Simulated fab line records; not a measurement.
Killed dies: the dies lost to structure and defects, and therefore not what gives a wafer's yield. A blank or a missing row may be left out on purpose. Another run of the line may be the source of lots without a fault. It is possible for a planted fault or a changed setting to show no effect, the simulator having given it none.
fab line records + flow nandHarc
record
- lots=14
- wafers=42
- lastDay=33
route steps=1302 shown A_BONDPAD@1230 HYBRID_BOND@1243 THIN_TSV@1257
lots that met no fault: taken from a fault-free run of the same line
startH: hours from the record's opening day to when the first of the lot's shown wafers began + waitH: how many hours have passed since the lot's step before this one + " unchanged from the row above + L1.1+2: a row that stands for several wafers + - no value, or no start was given + * or withheld: withheld + < > ~ a bound
route shown NAME@n: a module of which the file shows steps, and the number in the route of the first + usual: mean/standard deviation taken from wafers without a fault + same: alike in all rows + chamber/n: place in a boat + sites: the reading at each site + _std_site: standard deviation across them + _edge_site: inner sites' mean taken away from outer sites' mean + radiusMm: how far each site lies from the wafer's centre + mask NAME#n: copy n + behind: the last tool/chamber to shape the wafer + hold: cause of the lot's hold/its duration in hours/its outcome + device: transistor that didn't switch, given as n, p or np + end of line: the same wafers' tests at the end of the route + for a step that has no rows: nothing shown but its recipe + killed: dies lost to structure and defects at the first sort, not the wafer's yield + map: a wafer's dies, x killed, . not, _ none there
set.NAME: the setting that was run; set.NAME@STEP: the one run at that earlier step + model.NAME: the simulator's own value behind a step, which no gauge read
a sample of lots followed through the steps of the route, with each step as a table and each wafer as a row
services: the hour from which a tool's chamber was out of use, counted from the record's first day as startH (under 0 if before that day), plus the number of hours and why
## steps
# step NHARC_A_BONDPAD_ANNEAL_28
# recipe
- tempC=225
- timeS=90
# usual
- wafer_temp_C_max=226.3/0.46
| lot.wafer | tool         | chamber | startH | waitH | wafer_temp_C_max |
|-----------|--------------|---------|--------|-------|------------------|
| L114.2    | rtpAnneal-02 | 0       | 541.48 | -     | 226.1            |
| L114.3    | "            | 0       | "      | "     | 225.8            |
| L114.6    | "            | 0       | "      | "     | 225.8            |
| L116.2    | rtpAnneal-02 | 0       | 556.07 | 0.3   | 225.6            |
| L116.5    | "            | 0       | "      | "     | 225.9            |
| L116.6    | "            | 0       | "      | "     | 226.1            |
| L117.3    | rtpAnneal-01 | 0       | 559.33 | 0.3   | 227.0            |
| L117.4    | "            | 0       | "      | "     | 226.7            |
| L117.5    | "            | 0       | "      | "     | 226.5            |
| L119.2    | rtpAnneal-02 | 0       | 567.43 | 0.3   | 226.2            |
| L119.3    | "            | 0       | "      | "     | 226.3            |
| L119.5    | "            | 0       | "      | "     | 225.5            |
| L121.1    | rtpAnneal-01 | 0       | 598.34 | 0.3   | 226.6            |
| L121.3    | "            | 0       | "      | "     | 227.2            |
| L121.5    | "            | 0       | "      | "     | 226.2            |
| L120.3    | rtpAnneal-02 | 0       | 604.61 | 0.3   | 226.1            |
| L120.5    | "            | 0       | "      | "     | 225.6            |
| L120.6    | "            | 0       | "      | "     | 226.3            |
| L122.4    | rtpAnneal-01 | 0       | 629.62 | 0.3   | 226.6            |
| L122.5    | "            | 0       | "      | "     | 226.6            |
| L122.6    | "            | 0       | "      | "     | 226.5            |
| L126.2    | rtpAnneal-01 | 0       | 654.15 | -     | 226.6            |
| L126.5    | "            | 0       | "      | "     | 226.9            |
| L126.6    | "            | 0       | "      | "     | 226.4            |
| L127.2    | rtpAnneal-01 | 0       | 663.71 | -     | 226.9            |
| L127.3    | "            | 0       | "      | "     | 226.5            |
| L127.4    | "            | 0       | "      | "     | 226.6            |
| L128.2    | rtpAnneal-02 | 0       | 676.72 | 0.3   | 226.0            |
| L128.4    | "            | 0       | "      | "     | 225.6            |
| L128.5    | "            | 0       | "      | "     | 226.2            |
| L133.2    | rtpAnneal-01 | 0       | 717.98 | -     | 226.9            |
| L133.3    | "            | 0       | "      | "     | 227.2            |
| L133.4    | "            | 0       | "      | "     | 227.8            |
| L135.1    | rtpAnneal-01 | 0       | 736.10 | -     | 226.8            |
| L135.2    | "            | 0       | "      | "     | 226.3            |
| L135.4    | "            | 0       | "      | "     | 226.6            |
| L134.2    | rtpAnneal-01 | 0       | 737.55 | -     | 225.9            |
| L134.4    | "            | 0       | "      | "     | 226.1            |
| L134.5    | "            | 0       | "      | "     | 226.5            |
| L137.1    | rtpAnneal-01 | 0       | 765.75 | 0.3   | 226.5            |
| L137.2    | "            | 0       | "      | "     | 227.4            |
| L137.5    | "            | 0       | "      | "     | 226.3            |
# step NHARC_HYBRID_BOND_INSPECT_06
# recipe
- inspectInstrument=irVoid
# usual
- rawDefectCount=88/31
| lot.wafer | tool             | chamber | startH | waitH | rawDefectCount |
|-----------|------------------|---------|--------|-------|----------------|
| L114.2    | defectInspect-02 | -       | 552.87 | 0.1   | 84             |
| L114.3    | "                | -       | "      | "     | 67             |
| L114.6    | "                | -       | "      | "     | 77             |
| L116.2    | defectInspect-02 | -       | 567.31 | 0.1   | 71             |
| L116.5    | "                | -       | "      | "     | 65             |
| L116.6    | "                | -       | "      | "     | 56             |
| L117.3    | defectInspect-01 | -       | 567.32 | 0.1   | 77             |
| L117.4    | "                | -       | "      | "     | 69             |
| L117.5    | "                | -       | "      | "     | 65             |
| L119.2    | defectInspect-01 | -       | 579.50 | 0.1   | 132            |
| L119.3    | "                | -       | "      | "     | 128            |
| L119.5    | "                | -       | "      | "     | 121            |
| L121.1    | defectInspect-02 | -       | 611.54 | 0.0   | 106            |
| L121.3    | "                | -       | "      | "     | 139            |
| L121.5    | "                | -       | "      | "     | 134            |
| L120.3    | defectInspect-01 | -       | 615.88 | 0.1   | 72             |
| L120.5    | "                | -       | "      | "     | 96             |
| L120.6    | "                | -       | "      | "     | 101            |
| L122.4    | defectInspect-01 | -       | 640.28 | 0.1   | 127            |
| L122.5    | "                | -       | "      | "     | 135            |
| L122.6    | "                | -       | "      | "     | 129            |
| L126.2    | defectInspect-01 | -       | 664.35 | 0.1   | 94             |
| L126.5    | "                | -       | "      | "     | 119            |
| L126.6    | "                | -       | "      | "     | 103            |
| L127.2    | defectInspect-02 | -       | 674.15 | 0.1   | 101            |
| L127.3    | "                | -       | "      | "     | 126            |
| L127.4    | "                | -       | "      | "     | 99             |
| L128.2    | defectInspect-01 | -       | 687.03 | 0.1   | 116            |
| L128.4    | "                | -       | "      | "     | 112            |
| L128.5    | "                | -       | "      | "     | 152            |
| L133.2    | defectInspect-02 | -       | 728.43 | 0.1   | 82             |
| L133.3    | "                | -       | "      | "     | 77             |
| L133.4    | "                | -       | "      | "     | 86             |
| L135.1    | defectInspect-01 | -       | 754.57 | 0.0   | 152            |
| L135.2    | "                | -       | "      | "     | 136            |
| L135.4    | "                | -       | "      | "     | 144            |
| L134.2    | defectInspect-01 | -       | 754.59 | 0.1   | 35             |
| L134.4    | "                | -       | "      | "     | 32             |
| L134.5    | "                | -       | "      | "     | 38             |
| L137.1    | defectInspect-02 | -       | 773.98 | 0.0   | 112            |
| L137.2    | "                | -       | "      | "     | 93             |
| L137.5    | "                | -       | "      | "     | 114            |
# step NHARC_THIN_TSV_PEB_10
# recipe
- pebTempC=118
- pebTimeS=85
# usual
- chillPlateTempC=23.01/0.1
- exhaustPa=44.8/0.86
| lot.wafer | tool          | chamber | startH | waitH | chillPlateTempC | exhaustPa |
|-----------|---------------|---------|--------|-------|-----------------|-----------|
| L114.2    | lithoTrack-05 | 0       | 556.67 | 0.1   | 23.05           | 45.3      |
| L114.3    | "             | 0       | "      | "     | 23.11           | 44.7      |
| L114.6    | "             | 0       | "      | "     | 23.18           | 46.4      |
| L116.2    | lithoTrack-07 | 0       | 569.80 | 0.1   | 22.79           | 45.4      |
| L116.5    | "             | 0       | "      | "     | 22.91           | 45.3      |
| L116.6    | "             | 0       | "      | "     | 22.97           | 45.8      |
| L117.3    | lithoTrack-07 | 0       | 571.14 | 0.1   | 22.95           | 45.5      |
| L117.4    | "             | 0       | "      | "     | 23.05           | 43.9      |
| L117.5    | "             | 0       | "      | "     | 22.94           | 44.4      |
| L119.2    | lithoTrack-07 | 0       | 582.08 | 0.1   | 23.02           | 43.0      |
| L119.3    | "             | 0       | "      | "     | 22.94           | 43.4      |
| L119.5    | "             | 0       | "      | "     | 22.94           | 43.3      |
| L121.1    | lithoTrack-05 | 0       | 614.13 | 0.1   | 22.97           | 46.0      |
| L121.3    | "             | 0       | "      | "     | 22.90           | 45.1      |
| L121.5    | "             | 0       | "      | "     | 22.85           | 45.7      |
| L120.3    | lithoTrack-07 | 0       | 618.70 | 0.1   | 22.91           | 45.5      |
| L120.5    | "             | 0       | "      | "     | 23.03           | 45.5      |
| L120.6    | "             | 0       | "      | "     | 23.12           | 44.0      |
| L122.4    | lithoTrack-02 | 0       | 642.90 | 0.0   | 23.14           | 44.8      |
| L122.5    | "             | 0       | "      | "     | 23.03           | 46.1      |
| L122.6    | "             | 0       | "      | "     | 23.11           | 46.1      |
| L126.2    | lithoTrack-05 | 0       | 668.03 | 0.1   | 23.06           | 45.3      |
| L126.5    | "             | 0       | "      | "     | 22.91           | 46.4      |
| L126.6    | "             | 0       | "      | "     | 23.10           | 43.9      |
| L127.2    | lithoTrack-05 | -       | 676.65 | 0.1   | -               | -         |
| L127.3    | "             | -       | "      | "     | -               | -         |
| L127.4    | "             | -       | "      | "     | -               | -         |
| L128.2    | lithoTrack-07 | -       | 689.50 | 0.1   | -               | -         |
| L128.4    | "             | -       | "      | "     | -               | -         |
| L128.5    | "             | -       | "      | "     | -               | -         |
| L133.2    | lithoTrack-05 | 0       | 731.39 | 0.1   | 22.78           | 45.4      |
| L133.3    | "             | 0       | "      | "     | 22.89           | 46.8      |
| L133.4    | "             | 0       | "      | "     | 22.91           | 46.1      |
| L135.1    | lithoTrack-02 | 0       | 767.87 | 0.1   | 22.97           | 44.2      |
| L135.2    | "             | 0       | "      | "     | 23.09           | 43.3      |
| L135.4    | "             | 0       | "      | "     | 23.02           | 44.3      |
| L134.2    | lithoTrack-02 | 0       | 769.18 | 0.1   | 23.11           | 44.7      |
| L134.4    | "             | 0       | "      | "     | 23.16           | 44.3      |
| L134.5    | "             | 0       | "      | "     | 23.06           | 43.5      |
| L137.1    | lithoTrack-05 | 0       | 777.79 | 0.1   | 23.06           | 44.2      |
| L137.2    | "             | 0       | "      | "     | 23.04           | 46.0      |
| L137.5    | "             | 0       | "      | "     | 22.98           | 44.5      |
# step NHARC_THIN_TSV_STRIP_62
# recipe
- powerW=1500
- tempC=250
- timeS=20
- chemistry=N2/H2
# usual
- drypumpMotorCurrentA=6.0/0.42
- heaterPowerW=311/25
| lot.wafer | tool           | chamber | startH | waitH | drypumpMotorCurrentA | heaterPowerW | rfHoursCounterH |
|-----------|----------------|---------|--------|-------|----------------------|--------------|-----------------|
| L114.2    | plasmaAsher-01 | 0       | 559.87 | -     | 5.7                  | 327          | 7               |
| L114.3    | "              | 1       | "      | "     | 5.5                  | 265          | -               |
| L114.6    | "              | 1       | "      | "     | 5.5                  | 266          | -               |
| L116.2    | plasmaAsher-02 | 1       | 572.67 | -     | 6.4                  | 303          | 29              |
| L116.5    | "              | 1       | "      | "     | 6.4                  | 305          | -               |
| L116.6    | "              | 0       | "      | "     | 6.4                  | 338          | -               |
| L117.4    | plasmaAsher-01 | 0       | 574.00 | -     | 5.7                  | 324          | -               |
| L117.3    | "              | 1       | "      | "     | 5.5                  | 264          | -               |
| L117.5    | "              | 0       | "      | "     | 5.7                  | 327          | -               |
| L119.2    | plasmaAsher-02 | 0       | 584.90 | -     | 6.4                  | 345          | 33              |
| L119.3    | "              | 0       | "      | "     | 6.4                  | 328          | -               |
| L119.5    | "              | 0       | "      | "     | 6.4                  | 334          | -               |
| L121.1    | plasmaAsher-02 | 0       | 617.03 | -     | 6.4                  | 326          | 2               |
| L121.3    | "              | 0       | "      | "     | 6.4                  | 314          | -               |
| L121.5    | "              | 1       | "      | "     | 6.4                  | 327          | -               |
| L120.3    | plasmaAsher-02 | 1       | 621.93 | -     | 6.4                  | 323          | -               |
| L120.5    | "              | 0       | "      | "     | 6.4                  | 323          | -               |
| L120.6    | "              | 1       | "      | "     | 6.4                  | 327          | -               |
| L122.4    | plasmaAsher-02 | 0       | 645.66 | -     | 6.4                  | 319          | -               |
| L122.6    | "              | 1       | "      | "     | 6.4                  | 327          | -               |
| L122.5    | "              | 0       | "      | "     | 6.4                  | 319          | -               |
| L126.2    | plasmaAsher-01 | 0       | 670.80 | -     | 5.7                  | 316          | 28              |
| L126.5    | "              | 0       | "      | "     | 5.7                  | 324          | -               |
| L126.6    | "              | 1       | "      | "     | 5.5                  | 266          | -               |
| L127.2    | plasmaAsher-02 | 1       | 679.49 | -     | 6.4                  | 331          | 18              |
| L127.4    | "              | 0       | "      | "     | 6.4                  | 324          | -               |
| L127.3    | "              | 1       | "      | "     | 6.4                  | 334          | -               |
| L128.2    | plasmaAsher-01 | 0       | 692.18 | -     | 5.7                  | 328          | 32              |
| L128.4    | "              | 1       | "      | "     | 5.5                  | 255          | -               |
| L128.5    | "              | 0       | "      | "     | 5.7                  | 327          | -               |
| L133.2    | plasmaAsher-01 | 0       | 734.21 | -     | 5.7                  | 328          | 5               |
| L133.3    | "              | 0       | "      | "     | 5.7                  | 324          | -               |
| L133.4    | "              | 1       | "      | "     | 5.5                  | 279          | -               |
| L135.1    | plasmaAsher-01 | 0       | 770.57 | -     | 5.7                  | 332          | 12              |
| L135.2    | "              | 1       | "      | "     | 5.5                  | 279          | 12              |
| L135.4    | "              | 0       | "      | "     | 5.7                  | 330          | -               |
| L134.2    | plasmaAsher-02 | 1       | 772.34 | -     | 6.4                  | 331          | 38              |
| L134.4    | "              | 0       | "      | "     | 6.4                  | 315          | -               |
| L134.5    | "              | 0       | "      | "     | 6.4                  | 324          | -               |
| L137.1    | plasmaAsher-01 | 0       | 780.54 | -     | 5.7                  | 326          | 15              |
| L137.2    | "              | 1       | "      | "     | 5.5                  | 270          | 15              |
| L137.5    | "              | 0       | "      | "     | 5.7                  | 329          | -               |
## services
| tool           | chamber | startH | hours | kind      |
|----------------|---------|--------|-------|-----------|
| plasmaAsher-01 | -       | 519.00 | 9.0   | pm        |
| plasmaAsher-01 | 0       | 519.00 | 9.0   | ventCycle |
| plasmaAsher-01 | 1       | 519.00 | 9.0   | ventCycle |
| plasmaAsher-01 | 0       | 528.00 | -     | clean     |
| plasmaAsher-01 | 1       | 528.00 | -     | clean     |
| lithoTrack-02  | -       | 577.00 | 7.0   | pm        |
| plasmaAsher-02 | -       | 593.13 | 4.2   | repair    |
| lithoTrack-07  | -       | 601.00 | 7.0   | pm        |
| plasmaAsher-02 | -       | 603.07 | 9.0   | pm        |
| plasmaAsher-02 | 0       | 603.07 | 9.0   | ventCycle |
| plasmaAsher-02 | 1       | 603.07 | 9.0   | ventCycle |
| plasmaAsher-02 | 0       | 612.07 | -     | clean     |
| plasmaAsher-02 | 1       | 612.07 | -     | clean     |
| plasmaAsher-01 | -       | 613.55 | 11.5  | repair    |
| plasmaAsher-02 | -       | 631.87 | 1.2   | repair    |
| plasmaAsher-01 | -       | 640.72 | 3.2   | repair    |
| lithoTrack-05  | -       | 649.02 | 7.0   | pm        |
| plasmaAsher-01 | -       | 696.00 | 9.0   | pm        |
| plasmaAsher-01 | 0       | 696.00 | 9.0   | ventCycle |
| plasmaAsher-01 | 1       | 696.00 | 9.0   | ventCycle |
| rtpAnneal-02   | -       | 744.00 | 12.0  | pm        |
| lithoTrack-02  | -       | 752.00 | 7.0   | pm        |
| lithoTrack-07  | -       | 776.00 | 7.0   | pm        |
| plasmaAsher-02 | -       | 780.07 | 9.0   | pm        |
## key
firstSign
- step=NHARC_THIN_TSV_PEB_10
- reading=toolRecord
- direction=missing
effect none on later readings
metAt NHARC_THIN_TSV_PEB_10
struckLots L127,L128
laterRowsLeftOut L127.2,L127.3,L127.4,L128.2,L128.4,L128.5
sortLeftOut L127.2,L127.3,L127.4,L128.2,L128.4,L128.5
notActingAt NHARC_A_BONDPAD_ANNEAL_28,NHARC_HYBRID_BOND_INSPECT_06,NHARC_THIN_TSV_STRIP_62
onsetBetween 668.03 676.65
fault
- kind=skippedStepWhole
- tool=lithoTrack-05,lithoTrack-07
- chamber=-
- onsetH=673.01
- steps=NHARC_THIN_TSV_PEB_10
- scope=struckLotsOnly
# sortLeftOut: the simulated sort isn't trusted on such a fault, so these wafers' sort isn't shown, and their yield isn't known
# laterRowsLeftOut: the simulator's readings of these wafers behind a module that went badly wrong aren't trusted and aren't shown, but for the sort
